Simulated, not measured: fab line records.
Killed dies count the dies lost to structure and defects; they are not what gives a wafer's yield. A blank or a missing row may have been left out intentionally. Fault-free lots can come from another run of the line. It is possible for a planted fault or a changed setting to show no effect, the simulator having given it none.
Which tool is to blame? + flow nand_harc + 24 lots, 72 wafers sampled, at 5 steps of a route of 1302

## WHAT THE GAUGES SHOWED, per wafer
NHARC_P_CONTACT_OVL_MEAS_13. Usual: overlay_x_nm 0.1 nm, standard deviation 0.79; overlay_y_nm -0.2 nm, standard deviation 0.64.
| lot  | measured     | on         | overlay_x_nm (nm) | overlay_y_nm (nm) | flag |
|------|--------------|------------|-------------------|-------------------|------|
| L074 | day 6 01:22  | overlay-02 | -0.2 -0.2 0.1     | -0.3 -0.3 -1.0    |      |
| L075 | day 6 08:45  | overlay-01 | 0.5 -0.2 0.4      | -0.3 -1.1 -0.8    |      |
| L076 | day 6 21:02  | overlay-01 | -0.1 -0.5 -0.1    | -0.4 0.4 -0.5     |      |
| L077 | day 7 00:59  | overlay-02 | -0.5 -0.9 -0.9    | -0.7 -0.6 -0.5    |      |
| L078 | day 7 16:25  | overlay-02 | 0.6 1.1 0.9       | 0.5 0.2 0.6       |      |
| L079 | day 8 00:04  | overlay-02 | -0.9 -0.6 0.0     | -0.4 -0.2 -0.7    |      |
| L080 | day 8 11:53  | overlay-02 | -0.8 -0.9 0.0     | -0.5 -0.4 -0.7    |      |
| L081 | day 9 01:47  | overlay-01 | -0.3 -0.6 -1.0    | -0.2 0.1 0.0      |      |
| L082 | day 9 02:32  | overlay-01 | 1.2 1.3 1.2       | -0.5 -0.7 0.0     |      |
| L083 | day 9 21:12  | overlay-02 | -0.5 -0.6 -0.9    | 0.5 0.3 0.7       |      |
| L084 | day 10 03:22 | overlay-01 | 0.4 0.0 -0.5      | -0.3 0.0 0.3      |      |
| L085 | day 10 12:07 | overlay-01 | -0.5 -0.4 -0.4    | 0.7 0.7 0.6       |      |
| L086 | day 11 07:42 | overlay-01 | 1.5 0.9 1.2       | 0.2 0.3 0.5       |      |
| L087 | day 11 11:19 | overlay-02 | 0.9 0.8 0.7       | 0.0 -0.4 0.5      |      |
| L088 | day 11 21:36 | overlay-02 | 0.9 0.9 1.0       | -0.4 -0.1 -0.5    |      |
| L089 | day 12 07:16 | overlay-02 | 1.1 1.3 1.5       | -0.9 -1.2 -0.5    |      |
| L090 | day 12 19:33 | overlay-01 | 0.4 0.9 0.6       | 0.6 0.3 0.6       |      |
| L091 | day 12 20:10 | overlay-02 | 0.7 0.8 0.3       | -1.3 -1.0 -0.8    |      |
| L092 | day 13 07:52 | overlay-02 | -0.3 -0.6 0.3     | -0.7 -0.5 -0.5    |      |
| L093 | day 14 00:52 | overlay-02 | -0.1 0.0 0.2      | 0.3 -0.3 0.4      |      |
| L094 | day 14 00:10 | overlay-02 | 1.0 0.6 1.1       | -0.8 -0.8 -0.8    |      |
| L095 | day 14 13:18 | overlay-02 | -1.1 -1.4 -1.3    | -0.4 -1.1 -1.2    |      |
| L096 | day 15 20:10 | overlay-02 | 0.4 0.5 0.1       | 1.0 0.6 0.6       |      |
| L097 | day 15 19:23 | overlay-01 | -1.6 -0.4 -0.9    | 0.7 1.1 0.4       |      |

NHARC_P_CONTACT_INSPECT_14. Usual: raw_defect_count at 3.8, with a standard deviation of 2.3.
| lot  | measured     | on                | raw_defect_count | flag |
|------|--------------|-------------------|------------------|------|
| L074 | day 6 01:25  | defect_inspect-01 | 4 7 5            |      |
| L075 | day 6 08:47  | defect_inspect-01 | 5 9 9            |      |
| L076 | day 6 21:05  | defect_inspect-02 | 4 2 3            |      |
| L077 | day 7 01:01  | defect_inspect-02 | 2 4 4            |      |
| L078 | day 7 16:28  | defect_inspect-02 | 3 10 6           |      |
| L079 | day 8 00:06  | defect_inspect-02 | 0 2 5            |      |
| L080 | day 8 11:55  | defect_inspect-01 | 1 3 3            |      |
| L081 | day 9 01:50  | defect_inspect-02 | 2 4 2            |      |
| L082 | day 9 02:34  | defect_inspect-02 | 1 2 3            |      |
| L083 | day 9 21:14  | defect_inspect-02 | 1 1 2            |      |
| L084 | day 10 03:24 | defect_inspect-01 | 4 2 2            |      |
| L085 | day 10 12:10 | defect_inspect-02 | 4 4 0            |      |
| L086 | day 11 07:44 | defect_inspect-01 | 3 2 8            |      |
| L087 | day 11 11:21 | defect_inspect-02 | 3 2 6            |      |
| L088 | day 11 21:38 | defect_inspect-02 | 8 3 3            |      |
| L089 | day 12 07:18 | defect_inspect-01 | 4 7 7            |      |
| L090 | day 12 19:35 | defect_inspect-01 | 3 4 7            |      |
| L091 | day 12 20:13 | defect_inspect-01 | 3 5 3            |      |
| L092 | day 13 07:54 | defect_inspect-01 | 3 4 3            |      |
| L093 | day 14 00:54 | defect_inspect-01 | 2 1 3            |      |
| L094 | day 14 00:12 | defect_inspect-02 | 4 4 7            |      |
| L095 | day 14 13:20 | defect_inspect-01 | 7 5 1            |      |
| L096 | day 15 20:13 | defect_inspect-02 | 5 2 0            |      |
| L097 | day 15 19:25 | defect_inspect-02 | 4 4 2            |      |

## WHICH TOOL RAN EACH LOT (tool, then ch and the chambers of the sampled wafers, then the start)
| lot  | NHARC_P_ZERO_WELL_DESCUM_39        | NHARC_P_GATE_ETCH_104              | NHARC_P_GATE_STRIP_111               |
|------|------------------------------------|------------------------------------|--------------------------------------|
| L074 | rie_diel-11 ch 0,3, day 2 00:16    | rie_diel-01 ch 1,2,3, day 5 05:29  | plasma_asher-01 ch 0,1, day 5 17:50  |
| L075 | rie_diel-04 ch 0,1,3, day 2 10:28  | rie_diel-10 ch 0,1,2, day 5 12:56  | plasma_asher-02 ch 0,1, day 6 01:11  |
| L076 | rie_diel-11 ch 0,1, day 2 20:20    | rie_diel-01 ch 0,2,3, day 6 01:33  | plasma_asher-01 ch 0,1, day 6 13:42  |
| L077 | rie_diel-04 ch 0,2,3, day 3 06:10  | rie_diel-10 ch 0,2,3, day 6 05:13  | plasma_asher-01 ch 0,1, day 6 17:25  |
| L078 | rie_diel-04 ch 0,1, day 3 16:35    | rie_diel-03 ch 0,1, day 6 18:24    | plasma_asher-01 ch 0,1, day 7 08:46  |
| L079 | rie_diel-05 ch 1,2, day 4 02:50    | rie_diel-01 ch 0,2, day 7 03:16    | plasma_asher-01 ch 0, day 7 15:46    |
| L080 | rie_diel-04 ch 1,3, day 4 12:11    | rie_diel-01 ch 0,2, day 7 15:46    | plasma_asher-02 ch 0, day 8 04:10    |
| L081 | rie_diel-05 ch 1,2,3, day 4 22:25  | rie_diel-10 ch 2,3, day 8 05:55    | plasma_asher-01 ch 0,1, day 8 18:13  |
| L082 | rie_diel-04 ch 0,1,3, day 5 08:19  | rie_diel-01 ch 1,2,3, day 8 06:23  | plasma_asher-02 ch 0,1, day 8 18:38  |
| L083 | rie_diel-04 ch 1,2,3, day 5 18:28  | rie_diel-03 ch 0,3, day 9 01:05    | plasma_asher-01 ch 0,1, day 9 13:25  |
| L084 | rie_diel-05 ch 0,1,3, day 6 04:17  | rie_diel-10 ch 0,1,3, day 9 07:07  | plasma_asher-02 ch 0,1, day 9 19:22  |
| L085 | rie_diel-11 ch 0,1, day 6 14:25    | rie_diel-03 ch 0,1,3, day 9 11:42  | plasma_asher-02 ch 0,1, day 10 00:02 |
| L086 | rie_diel-04 ch 1,2,3, day 7 00:29  | rie_diel-03 ch 0,1,3, day 10 11:51 | plasma_asher-02 ch 0,1, day 10 23:58 |
| L087 | rie_diel-04 ch 0,1,3, day 7 10:16  | rie_diel-01 ch 1,2, day 10 15:36   | plasma_asher-01 ch 0,1, day 11 03:50 |
| L088 | rie_diel-05 ch 1,3, day 7 20:13    | rie_diel-01 ch 1,2, day 11 01:44   | plasma_asher-01 ch 0,1, day 11 14:13 |
| L089 | rie_diel-05 ch 1,2, day 8 06:28    | rie_diel-01 ch 0,1, day 11 11:23   | plasma_asher-02 ch 0,1, day 11 23:44 |
| L090 | rie_diel-11 ch 0,1, day 8 16:28    | rie_diel-10 ch 2,3, day 11 23:46   | plasma_asher-02 ch 0, day 12 12:07   |
| L091 | rie_diel-11 ch 0,1,3, day 9 02:23  | rie_diel-01 ch 0,1,3, day 12 00:23 | plasma_asher-02 ch 0,1, day 12 12:34 |
| L092 | rie_diel-04 ch 1,2,3, day 9 12:31  | rie_diel-03 ch 2,3, day 12 12:03   | plasma_asher-01 ch 0,1, day 13 00:25 |
| L093 | rie_diel-04 ch 0,1,2, day 9 22:51  | rie_diel-10 ch 1,2,3, day 13 05:02 | plasma_asher-01 ch 0,1, day 13 17:13 |
| L094 | rie_diel-05 ch 0,1,3, day 10 08:12 | rie_diel-10 ch 0,1,2, day 13 04:23 | plasma_asher-02 ch 0,1, day 13 16:34 |
| L095 | rie_diel-04 ch 0,3, day 10 18:16   | rie_diel-03 ch 1,2,3, day 13 17:17 | plasma_asher-02 ch 0,1, day 14 05:43 |
| L096 | rie_diel-04 ch 2,3, day 11 04:23   | rie_diel-10 ch 0,2,3, day 14 20:07 | plasma_asher-02 ch 0,1, day 15 08:58 |
| L097 | rie_diel-05 ch 1,2,3, day 11 14:20 | rie_diel-03 ch 0,2, day 14 19:52   | plasma_asher-02 ch 0, day 15 08:19   |
- NHARC_P_ZERO_WELL_DESCUM_39: chemistry O2, time 3 s.
- NHARC_P_GATE_ETCH_104: etches the open film in CF4/CHF3, target depth 60 nm.
- NHARC_P_GATE_STRIP_111: strips in N2/H2, time 250 s.

## AS READ BY THE TOOLS THEMSELVES (means over the sampled wafers that have a number; for cases with no such wafer, the mark the record gives instead)
NHARC_P_ZERO_WELL_DESCUM_39. Usual: drypump_motor_current_A 5.8 A, standard deviation 0.51; o2_flow_sccm 200.0 sccm, standard deviation 0.66; oes_product_au 1.001 a.u., standard deviation 0.011; rf_vpp_V 57.7 V, standard deviation 0.89; showerhead_plenum_p_Torr 1.89 Torr, standard deviation 0.079; throttle_valve_pct 11.311 %, standard deviation 0.0086.
| lot  | tool        | drypump_motor_current_A (A) | o2_flow_sccm (sccm) | oes_product_au (a.u.) | rf_vpp_V (V) | showerhead_plenum_p_Torr (Torr) | throttle_valve_pct (%) | flag |
|------|-------------|-----------------------------|---------------------|-----------------------|--------------|---------------------------------|------------------------|------|
| L074 | rie_diel-11 | 6.2                         | 200.7               | 1.002                 | 58.0         | 1.88                            | 11.312                 |      |
| L075 | rie_diel-04 | 5.6                         | 200.2               | 0.997                 | 57.4         | 1.85                            | 11.322                 |      |
| L076 | rie_diel-11 | 6.2                         | 199.6               | 0.997                 | 57.0         | 1.95                            | 11.313                 |      |
| L077 | rie_diel-04 | 5.7                         | 199.6               | 1.007                 | 58.4         | 1.91                            | 11.319                 |      |
| L078 | rie_diel-04 | 5.3                         | 200.1               | 0.996                 | 57.6         | 1.82                            | 11.318                 |      |
| L079 | rie_diel-05 | 6.5                         | 199.0               | 1.004                 | 58.3         | 1.88                            | 11.307                 |      |
| L080 | rie_diel-04 | 5.6                         | 200.1               | 1.011                 | 57.7         | 1.82                            | 11.302                 |      |
| L081 | rie_diel-05 | 6.0                         | 199.9               | 1.005                 | 56.9         | 1.85                            | 11.312                 |      |
| L082 | rie_diel-04 | 5.6                         | 200.0               | 0.992                 | 57.5         | 1.85                            | 11.310                 |      |
| L083 | rie_diel-04 | 5.8                         | 199.9               | 1.011                 | 56.6         | 1.88                            | 11.310                 |      |
| L084 | rie_diel-05 | 5.7                         | 199.6               | 1.005                 | 57.6         | 1.90                            | 11.312                 |      |
| L085 | rie_diel-11 | 6.0                         | 199.9               | 0.989                 | 58.5         | 1.98                            | 11.309                 |      |
| L086 | rie_diel-04 | 5.8                         | 200.3               | 1.006                 | 56.9         | 1.88                            | 11.315                 |      |
| L087 | rie_diel-04 | 5.6                         | 199.5               | 1.000                 | 57.6         | 1.84                            | 11.306                 |      |
| L088 | rie_diel-05 | 5.5                         | 199.8               | 0.998                 | 56.8         | 1.82                            | 11.314                 |      |
| L089 | rie_diel-05 | 6.5                         | 200.3               | 1.003                 | 58.0         | 1.87                            | 11.311                 |      |
| L090 | rie_diel-11 | 6.2                         | 201.1               | 1.000                 | 58.2         | 1.94                            | 11.315                 |      |
| L091 | rie_diel-11 | 6.0                         | 200.1               | 1.008                 | 58.9         | 1.90                            | 11.318                 |      |
| L092 | rie_diel-04 | 5.8                         | 199.7               | 0.993                 | 58.5         | 1.98                            | 11.314                 |      |
| L093 | rie_diel-04 | 5.4                         | 200.3               | 1.000                 | 57.4         | 1.95                            | 11.315                 |      |
| L094 | rie_diel-05 | 5.7                         | 199.3               | 1.003                 | 58.0         | 1.89                            | 11.311                 |      |
| L095 | rie_diel-04 | 5.5                         | 199.5               | 0.988                 | 58.5         | 1.86                            | 11.318                 |      |
| L096 | rie_diel-04 | 6.0                         | 200.3               | 0.996                 | 57.9         | 1.93                            | 11.315                 |      |
| L097 | rie_diel-05 | 6.0                         | 200.3               | 0.997                 | 57.6         | 1.83                            | 11.310                 |      |

NHARC_P_GATE_ETCH_104. Usual: drypump_motor_current_A 5.6 A, standard deviation 0.4; oes_product_au 0.951 a.u., standard deviation 0.023; rf_vpp_V 370.6 V, standard deviation 2.1; showerhead_plenum_p_Torr 1.57 Torr, standard deviation 0.062; throttle_valve_pct 16.802 %, standard deviation 0.0094.
| lot  | tool        | drypump_motor_current_A (A) | oes_product_au (a.u.) | rf_vpp_V (V) | showerhead_plenum_p_Torr (Torr) | throttle_valve_pct (%) | flag |
|------|-------------|-----------------------------|-----------------------|--------------|---------------------------------|------------------------|------|
| L074 | rie_diel-01 | 5.5                         | 0.928                 | 369.8        | 1.55                            | 16.797                 |      |
| L075 | rie_diel-10 | 5.7                         | 0.963                 | 370.1        | 1.57                            | 16.804                 |      |
| L076 | rie_diel-01 | 5.7                         | 0.921                 | 372.0        | 1.59                            | 16.797                 |      |
| L077 | rie_diel-10 | 5.7                         | 0.927                 | 371.1        | 1.58                            | 16.795                 |      |
| L078 | rie_diel-03 | 5.8                         | 0.933                 | 373.8        | 1.66                            | 16.804                 |      |
| L079 | rie_diel-01 | 6.1                         | 0.967                 | 370.6        | 1.57                            | 16.796                 |      |
| L080 | rie_diel-01 | 6.1                         | 0.934                 | 369.3        | 1.54                            | 16.798                 |      |
| L081 | rie_diel-10 | 5.5                         | 0.950                 | 369.4        | 1.55                            | 16.801                 |      |
| L082 | rie_diel-01 | 5.5                         | 0.964                 | 369.0        | 1.55                            | 16.803                 |      |
| L083 | rie_diel-03 | 5.7                         | 0.976                 | 370.8        | 1.59                            | 16.804                 |      |
| L084 | rie_diel-10 | 5.8                         | 0.954                 | 370.6        | 1.56                            | 16.803                 |      |
| L085 | rie_diel-03 | 5.8                         | 0.981                 | 372.0        | 1.62                            | 16.787                 |      |
| L086 | rie_diel-03 | 5.8                         | 0.934                 | 372.0        | 1.62                            | 16.805                 |      |
| L087 | rie_diel-01 | 5.8                         | 0.960                 | 367.6        | 1.49                            | 16.796                 |      |
| L088 | rie_diel-01 | 5.8                         | 0.948                 | 368.0        | 1.49                            | 16.806                 |      |
| L089 | rie_diel-01 | 5.8                         | 0.979                 | 369.5        | 1.53                            | 16.806                 |      |
| L090 | rie_diel-10 | 5.6                         | 0.970                 | 369.1        | 1.54                            | 16.799                 |      |
| L091 | rie_diel-01 | 5.5                         | 0.931                 | 371.0        | 1.58                            | 16.804                 |      |
| L092 | rie_diel-03 | 5.4                         | 0.980                 | 370.4        | 1.57                            | 16.802                 |      |
| L093 | rie_diel-10 | 5.7                         | 0.922                 | 369.3        | 1.53                            | 16.801                 |      |
| L094 | rie_diel-10 | 5.7                         | 0.966                 | 370.7        | 1.57                            | 16.803                 |      |
| L095 | rie_diel-03 | 5.4                         | 0.969                 | 371.9        | 1.61                            | 16.811                 |      |
| L096 | rie_diel-10 | 5.7                         | 0.955                 | 371.2        | 1.58                            | 16.808                 |      |
| L097 | rie_diel-03 | 5.6                         | 0.925                 | 372.1        | 1.63                            | 16.803                 |      |

NHARC_P_GATE_STRIP_111. Usual: drypump_motor_current_A 5.60 A, standard deviation 0.23; heater_power_w 90 W, standard deviation 5.4.
| lot  | tool            | drypump_motor_current_A (A) | heater_power_w (W) | flag |
|------|-----------------|-----------------------------|--------------------|------|
| L074 | plasma_asher-01 | 5.47                        | 91                 |      |
| L075 | plasma_asher-02 | 5.58                        | 88                 |      |
| L076 | plasma_asher-01 | 5.49                        | 93                 |      |
| L077 | plasma_asher-01 | 5.49                        | 92                 |      |
| L078 | plasma_asher-01 | 5.49                        | 90                 |      |
| L079 | plasma_asher-01 | 5.48                        | 92                 |      |
| L080 | plasma_asher-02 | 5.42                        | 92                 |      |
| L081 | plasma_asher-01 | 5.49                        | 93                 |      |
| L082 | plasma_asher-02 | 5.80                        | 85                 |      |
| L083 | plasma_asher-01 | 5.49                        | 93                 |      |
| L084 | plasma_asher-02 | 5.79                        | 85                 |      |
| L085 | plasma_asher-02 | 5.77                        | 84                 |      |
| L086 | plasma_asher-02 | 5.58                        | 88                 |      |
| L087 | plasma_asher-01 | 5.48                        | 93                 |      |
| L088 | plasma_asher-01 | 5.51                        | 94                 |      |
| L089 | plasma_asher-02 | 5.59                        | 93                 |      |
| L090 | plasma_asher-02 | 5.40                        | 97                 |      |
| L091 | plasma_asher-02 | 5.60                        | 93                 |      |
| L092 | plasma_asher-01 | 5.48                        | 94                 |      |
| L093 | plasma_asher-01 | 5.48                        | 94                 |      |
| L094 | plasma_asher-02 | 5.77                        | 87                 |      |
| L095 | plasma_asher-02 | 5.60                        | 92                 |      |
| L096 | plasma_asher-02 | 5.79                        | 88                 |      |
| L097 | plasma_asher-02 | 5.42                        | 96                 |      |

## THE ANSWER, worked out from the rows above alone
Rule: lot off if the mean of its wafers having a number is beyond 3 standard deviations from the usual mean. A lot without any number at a reading at which 4 lots or more have one is off too. Any other lot the step has rows for is counted as sound. Order of review: gauges by route order, followed by the tools' own readings, for which a lot's mean as printed above is used. The first step at which some lot is off is used, and at that step the reading that is off furthest; a lot without a number counts as furthest.
Nothing can be told from this: no lot is off at any reading shown.

## WHAT THE SIMULATOR HAD PUT IN
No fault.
